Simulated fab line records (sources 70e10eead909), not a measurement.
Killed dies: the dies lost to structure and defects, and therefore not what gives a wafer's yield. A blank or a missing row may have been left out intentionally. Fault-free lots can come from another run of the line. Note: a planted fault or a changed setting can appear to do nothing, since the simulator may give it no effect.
Chamber matching    flow nandHarc    rieDiel-11 running NHARC_A_CONTACT_DESCUM_47: 4 sister chambers
The step chemistry O2, time 3 s. 18 wafers are shown with their chamber, then 9 later ones without.

== WAFERS, EACH WITH ITS CHAMBER ==
wafer   chamber  drypumpMotorCurrentA (A)  showerheadPlenumPTorr (Torr)  rfVppV (V)
L076.1  1        5.5                       1.95                          57.9
L076.4  3        5.9                       1.95                          58.8
L076.6  0        5.3                       1.90                          57.2
L077.2  0        5.3                       1.90                          57.2
L077.4  3        5.9                       1.95                          57.1
L077.6  3        5.9                       1.95                          57.7
L077.1  1        5.6                       1.95                          57.8
L077.3  2        6.0                       2.04                          58.5
L077.5  0        5.3                       1.90                          56.9
L082.1  0        5.3                       1.89                          58.0
L082.4  1        5.6                       1.94                          57.4
L082.5  2        6.1                       2.03                          58.5
L087.1  2        6.0                       2.03                          58.3
L087.2  3        5.9                       1.95                          58.0
L087.3  0        5.3                       1.89                          57.5
L087.4  1        5.5                       1.94                          57.6
L087.5  3        5.9                       1.94                          56.9
L087.6  0        5.3                       1.89                          57.3

SIGNATURES, as means of the wafers listed above
reading                chamber 0  chamber 1  chamber 2  chamber 3  scatter within a chamber
drypumpMotorCurrentA   5.300      5.550      6.033      5.900      0.0345
showerheadPlenumPTorr  1.8950     1.9450     2.0333     1.9480     0.00532
rfVppV                 57.350     57.675     58.433     57.700     0.476
Rule: distance of a wafer from a chamber = root of the sum over the readings of ((wafer's reading minus chamber's mean) / reading's scatter) squared. The wafer belongs to the nearest chamber; if the next one is less than 2 further off, it can't be placed. The scatter: take each reading less its chamber's mean, square it, sum over the shown wafers, divide by the number of wafers less the number of chambers, and take the root.

== WAFERS WITHOUT THEIR CHAMBER ==
wafer   drypumpMotorCurrentA (A)  showerheadPlenumPTorr (Torr)  rfVppV (V)
L090.2  5.5                       1.94                          57.6
L090.4  6.0                       2.03                          58.6
L090.5  5.5                       1.94                          58.3
L095.2  5.9                       1.94                          58.6
L095.4  5.5                       1.94                          58.2
L095.6  5.9                       1.94                          57.4
L089.1  5.3                       1.89                          57.9
L089.3  6.0                       2.02                          59.1
L089.6  5.9                       1.94                          58.1

== EACH ONE'S CHAMBER ==
wafer   from the rows above  in truth
L090.2  1                    1
L090.4  2                    2
L090.5  1                    1
L095.2  3                    3
L095.4  1                    1
L095.6  3                    3
L089.1  0                    0
L089.3  2                    2
L089.6  3                    3
Placed correctly: 9 of 9. Number that these rows cannot place: 0. Number placed wrongly: 0.
